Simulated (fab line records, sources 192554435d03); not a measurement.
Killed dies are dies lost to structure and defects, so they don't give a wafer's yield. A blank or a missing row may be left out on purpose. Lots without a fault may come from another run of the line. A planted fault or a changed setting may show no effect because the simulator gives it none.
fab line records | flow n5_finfet
record lots=12 wafers=36 last_day=17
route steps=1938 shown BEOL_M6@1224
lots that met no fault: from a run of the same line without faults
start_h: hours from the record's first day to the start of the lot's first wafer shown | wait_h: hours since the lot's step before | " the same as in the row above | L1.1+2: a row that stands for several wafers | - no value, or no start given | * or withheld: withheld | < > ~ a bound
route shown NAME@n: a module of which the file shows steps, and the number in the route of the first | usual: mean/standard deviation of fault-free wafers | same: alike in all rows | chamber/n: place in a boat | sites: the reading at each site | _std_site: their standard deviation | _edge_site: outer sites' mean less inner sites' | radius_mm: how far each site lies from the wafer's centre | mask NAME#n: copy n | behind: the tool/chamber that last shaped the wafer | hold: why the lot was held/for how many hours/how that ended | device: the transistor (n, p or np) that didn't switch | end of line: the same wafers' tests at the end of the route | a step without rows: its recipe alone | killed: dies lost to structure and defects at the first sort, not the wafer's yield | map: a wafer's dies, x killed, . not, _ none there
set.NAME: the setting as run; set.NAME@STEP: as run at that earlier step | model.NAME: the simulator's own value behind a step, which no gauge read
steps of the route over a sample of lots; a table a step, a row a wafer
services: from which hour (start_h, from the record's first day; less than 0 if before it) a tool's chamber was out of use, for how many hours, and why
## steps
# step N5_BEOL_M6_EXPOSE_25
# recipe mask_id=V5 na=0.33 source_shape=annular sigma_inner=0.4 sigma_outer=0.8 polarization=unpolarized target_cd_nm=40 dose_mj=45
# usual exposure_dose_mJ_cm2=45.16/0.21
# same na=0.33 sigma_inner=0.4
# columns lot.wafer tool chamber start_h wait_h mask exposure_dose_mJ_cm2
L923.1 euv_scanner-01 0 186.52 - V5#0 44.90
L923.2 " 0 " " V5#0 44.93
L923.3 " 0 " " V5#0 44.89
L926.3 euv_scanner-01 0 199.63 - V5#0 44.90
L926.4 " 0 " " V5#0 44.95
L926.6 " 0 " " V5#0 44.93
L925.3 euv_scanner-02 0 202.07 - V5#0 45.39
L925.4 " 0 " " V5#0 45.44
L925.6 " 0 " " V5#0 45.38
L927.2 euv_scanner-01 0 210.82 - V5#0 45.99
L927.4 " 0 " " V5#0 45.94
L927.5 " 0 " " V5#0 45.95
L932.1 euv_scanner-02 0 235.94 - V5#0 45.34
L932.2 " 0 " " V5#0 45.40
L932.5 " 0 " " V5#0 45.39
L934.2 euv_scanner-02 0 247.59 - V5#0 45.39
L934.4 " 0 " " V5#0 45.34
L934.6 " 0 " " V5#0 45.36
L935.1 euv_scanner-02 0 260.56 - V5#0 45.31
L935.2 " 0 " " V5#0 45.37
L935.4 " 0 " " V5#0 45.37
L933.1 euv_scanner-02 0 266.56 - V5#0 45.40
L933.5 " 0 " " V5#0 45.34
L933.6 " 0 " " V5#0 45.41
L940.1 euv_scanner-02 0 287.14 - V5#0 45.43
L940.3 " 0 " " V5#0 45.42
L940.4 " 0 " " V5#0 45.29
L941.2 euv_scanner-02 0 298.12 - V5#0 45.41
L941.5 " 0 " " V5#0 45.36
L941.6 " 0 " " V5#0 45.39
L944.2 euv_scanner-02 0 311.81 - V5#0 45.48
L944.4 " 0 " " V5#0 45.49
L944.5 " 0 " " V5#0 45.48
L945.1 euv_scanner-02 0 313.17 - V5#0 45.43
L945.2 " 0 " " V5#0 45.41
L945.4 " 0 " " V5#0 45.41
# step N5_BEOL_M6_CD_MEAS_28
# recipe target_cd_nm=40 landing_energy_ev=500 detector=se_inlens
# usual cd_nm=39.98/0.22
# columns lot.wafer tool chamber start_h wait_h cd_nm
L923.1 cd_sem-01 0 186.66 - 39.88
L923.2 " 0 " " 39.66
L923.3 " 0 " " 39.96
L926.3 cd_sem-03 0 199.75 - 40.09
L926.4 " 0 " " 40.23
L926.6 " 0 " " 40.03
L925.3 cd_sem-03 0 202.19 - 39.86
L925.4 " 0 " " 40.18
L925.6 " 0 " " 40.20
L927.2 cd_sem-03 0 210.95 - 40.26
L927.4 " 0 " " 40.62
L927.5 " 0 " " 40.70
L932.1 cd_sem-02 0 236.08 - 39.88
L932.2 " 0 " " 40.17
L932.5 " 0 " " 39.90
L934.2 cd_sem-02 0 247.72 - 39.96
L934.4 " 0 " " 39.92
L934.6 " 0 " " 40.02
L935.1 cd_sem-02 0 260.70 - 39.63
L935.2 " 0 " " 39.89
L935.4 " 0 " " 39.59
L933.1 cd_sem-01 0 266.69 - 40.37
L933.5 " 0 " " 40.27
L933.6 " 0 " " 39.83
L940.1 cd_sem-03 0 287.28 - 40.01
L940.3 " 0 " " 40.34
L940.4 " 0 " " 40.62
L941.2 cd_sem-01 0 298.25 - 40.14
L941.5 " 0 " " 39.68
L941.6 " 0 " " 40.10
L944.2 cd_sem-03 0 311.94 - 39.91
L944.4 " 0 " " 40.26
L944.5 " 0 " " 39.93
L945.1 cd_sem-01 0 313.30 - 40.10
L945.2 " 0 " " 40.42
L945.4 " 0 " " 39.91
# step N5_BEOL_M6_OVL_MEAS_29
# recipe points_per_wafer=522
# usual V5_OVL=0.0/0.63
# columns lot.wafer tool chamber start_h wait_h V5_OVL[nm]
L923.1 overlay-01 0 186.69 0.0 -0.3
L923.2 " 0 " " 0.0
L923.3 " 0 " " -0.1
L926.3 overlay-02 0 199.79 0.0 -0.3
L926.4 " 0 " " 0.4
L926.6 " 0 " " -0.6
L925.3 overlay-02 0 202.23 0.0 -0.8
L925.4 " 0 " " 0.0
L925.6 " 0 " " -0.1
L927.2 overlay-02 0 210.99 0.0 0.3
L927.4 " 0 " " -1.0
L927.5 " 0 " " 0.7
L932.1 overlay-01 0 236.11 0.0 -1.2
L932.2 " 0 " " -0.4
L932.5 " 0 " " 0.6
L934.2 overlay-02 0 247.76 0.0 0.8
L934.4 " 0 " " 0.7
L934.6 " 0 " " 0.6
L935.1 overlay-02 0 260.73 0.0 0.0
L935.2 " 0 " " 0.5
L935.4 " 0 " " 0.8
L933.1 overlay-02 0 266.72 0.0 1.1
L933.5 " 0 " " 0.5
L933.6 " 0 " " 0.5
L940.1 overlay-01 0 287.31 0.0 0.5
L940.3 " 0 " " 0.3
L940.4 " 0 " " 0.6
L941.2 overlay-01 0 298.29 0.0 -0.5
L941.5 " 0 " " -0.2
L941.6 " 0 " " -0.4
L944.2 overlay-02 0 311.98 0.0 1.1
L944.4 " 0 " " 0.4
L944.5 " 0 " " 0.7
L945.1 overlay-02 0 313.33 0.0 0.4
L945.2 " 0 " " 1.1
L945.4 " 0 " " 0.4
# step N5_BEOL_M6_INSPECT_30
# recipe mode=adi inspect_instrument=brightfield
# usual raw_defect_count=432/91
# columns lot.wafer tool chamber start_h wait_h raw_defect_count
L923.1 defect_inspect-02 - 186.75 0.1 339
L923.2 " - " " 419
L923.3 " - " " 314
L926.3 defect_inspect-01 - 199.84 0.0 456
L926.4 " - " " 521
L926.6 " - " " 501
L925.3 defect_inspect-01 - 202.27 0.0 321
L925.4 " - " " 586
L925.6 " - " " 389
L927.2 defect_inspect-01 - 211.04 0.0 643
L927.4 " - " " 613
L927.5 " - " " 424
L932.1 defect_inspect-01 - 236.17 0.1 439
L932.2 " - " " 538
L932.5 " - " " 457
L934.2 defect_inspect-02 - 247.81 0.0 551
L934.4 " - " " 357
L934.6 " - " " 344
L935.1 defect_inspect-02 - 260.79 0.1 422
L935.2 " - " " 388
L935.4 " - " " 484
L933.1 defect_inspect-02 - 266.78 0.1 436
L933.5 " - " " 431
L933.6 " - " " 477
L940.1 defect_inspect-02 - 287.36 0.1 405
L940.3 " - " " 464
L940.4 " - " " 480
L941.2 defect_inspect-01 - 298.34 0.0 389
L941.5 " - " " 435
L941.6 " - " " 387
L944.2 defect_inspect-01 - 312.03 0.0 387
L944.4 " - " " 440
L944.5 " - " " 313
L945.1 defect_inspect-01 - 313.40 0.1 337
L945.2 " - " " 289
L945.4 " - " " 427
# step N5_BEOL_M6_DESCUM_33
# recipe chemistry=O2 time_s=7 source_power_w=50 bias_power_w=20 pressure_mtorr=20 rf_frequency_hz=2.712e+07 temp_c=40 resist=CAR-EUV o2_flow_sccm=225
# usual drypump_motor_current_A=5.5/0.38 oes_product_au=0.76/0.081 rf_vpp_V=242.9/1.5 showerhead_plenum_p_Torr=2.07/0.089 throttle_valve_pct=20.37/0.13
# columns lot.wafer tool chamber start_h wait_h drypump_motor_current_A oes_product_au rf_hours_counter_h rf_vpp_V showerhead_plenum_p_Torr throttle_valve_pct
L923.1 rie_diel-04 1 186.78 0.0 5.3 0.70 218 244.0 2.15 20.56
L923.2 " 3 " " 5.6 0.69 196 243.3 1.97 20.28
L923.3 " 2 " " 4.8 0.87 44 243.9 2.05 20.36
L926.3 rie_diel-05 3 200.08 0.2 5.7 0.90 23 245.6 2.20 20.16
L926.4 " 1 " " 5.5 0.74 199 240.8 1.97 20.40
L926.6 " 1 " " 5.5 0.73 - 241.2 1.97 20.41
L925.3 rie_diel-02 0 202.31 0.0 5.7 0.70 207 242.1 1.98 20.41
L925.4 " 1 " " 5.0 0.85 40 243.4 2.15 20.25
L925.6 " 0 " " 5.7 0.70 - 240.9 1.98 20.42
L927.2 rie_diel-05 1 211.24 0.2 5.5 0.74 202 241.3 1.97 20.40
L927.4 " 2 " " 5.9 0.71 206 244.3 2.17 20.44
L927.5 " 1 " " 5.5 0.73 - 241.0 1.97 20.40
L932.1 rie_diel-04 3 236.97 0.8 5.6 0.70 210 242.3 1.97 20.31
L932.2 " 1 " " 5.3 0.70 231 244.2 2.14 20.56
L932.5 " 3 " " 5.6 0.69 - 241.5 1.97 20.29
L934.2 rie_diel-02 2 247.84 0.0 5.9 0.69 225 244.8 2.14 20.49
L934.4 " 3 " " 5.4 0.86 62 243.5 2.11 20.30
L934.6 " 1 " " 5.0 0.82 - 243.9 2.14 20.29
L935.1 rie_diel-04 2 260.82 0.0 4.8 0.85 66 241.1 2.04 20.41
L935.2 " 0 " " 5.9 0.68 221 242.3 1.96 20.53
L935.4 " 1 " " 5.3 0.69 240 244.5 2.14 20.59
L933.1 rie_diel-05 1 267.47 0.7 5.5 0.71 218 241.9 1.96 20.42
L933.5 " 3 " " 5.7 0.84 - 245.7 2.20 20.20
L933.6 " 2 " " 5.9 0.69 - 244.5 2.17 20.46
L940.1 rie_diel-02 1 287.81 0.4 5.0 0.81 72 242.9 2.13 20.31
L940.3 " 3 " " 5.4 0.85 75 242.9 2.11 20.32
L940.4 " 0 " " 5.7 0.68 238 240.9 1.97 20.47
L941.2 rie_diel-04 3 298.37 0.0 5.6 0.68 235 240.8 1.96 20.33
L941.5 " 2 " " 4.8 0.82 - 242.1 2.04 20.41
L941.6 " 0 " " 5.9 0.67 - 241.7 1.96 20.54
L944.2 rie_diel-04 3 312.14 0.1 5.6 0.67 241 241.1 1.96 20.35
L944.4 " 0 " " 5.9 0.67 241 241.1 1.96 20.55
L944.5 " 2 " " 4.8 0.82 - 241.3 2.04 20.44
L945.1 rie_diel-04 3 313.47 0.1 5.6 0.66 241 241.3 1.96 20.35
L945.2 " 0 " " 5.9 0.67 241 241.7 1.96 20.56
L945.4 " 2 " " 4.8 0.81 88 240.9 2.04 20.43
## services
# columns tool chamber start_h hours kind
rie_diel-04 1 165.57 6.6 repair
euv_scanner-02 0 169.02 - calibration
rie_diel-02 1 169.13 2.1 repair
euv_scanner-02 - 195.97 4.6 repair
euv_scanner-01 - 201.67 1.0 pm
euv_scanner-02 - 210.41 1.0 pm
rie_diel-04 - 212.45 14.6 pm
rie_diel-05 0 213.96 11.5 repair
euv_scanner-02 - 240.17 4.6 pm
rie_diel-05 1 253.43 2.5 repair
euv_scanner-01 - 257.82 1.0 pm
rie_diel-02 - 273.16 0.6 repair
euv_scanner-02 - 278.17 1.6 repair
rie_diel-05 - 278.82 0.5 repair
euv_scanner-01 0 281.26 - calibration
rie_diel-05 2 282.21 3.3 repair
euv_scanner-01 - 286.79 4.6 pm
rie_diel-04 1 289.29 - clean
rie_diel-04 1 289.29 - consumable_replace:focus_ring
rie_diel-04 1 289.29 17.8 scheduled_down
rie_diel-04 1 289.29 17.8 vent_cycle
rie_diel-02 3 310.74 16.3 repair
## key
first_sign step=N5_BEOL_M6_EXPOSE_25 reading=exposure_dose_mJ_cm2 direction=up sigmas=3.8 usual=45.16 struck=45.96
effect step=N5_BEOL_M6_CD_MEAS_28 reading=cd_nm direction=up sigmas=2.5 usual=39.98 struck=40.53
met_at N5_BEOL_M6_EXPOSE_25
struck_lots L927
rows_end L927.2,L927.4,L927.5
not_acting_at N5_BEOL_M6_OVL_MEAS_29,N5_BEOL_M6_INSPECT_30,N5_BEOL_M6_DESCUM_33
onset_between 199.63 210.82
fault kind=process_parameter_drift tool=euv_scanner-01 chamber=- onset_h=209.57 steps=N5_BEOL_M6_EXPOSE_25 channel=dose_mj offset=0.90982 shape=step acts_in=these_recipes_only stated=45
# rows_end: these wafers met a further fault down the route, and their rows from its step on are left out
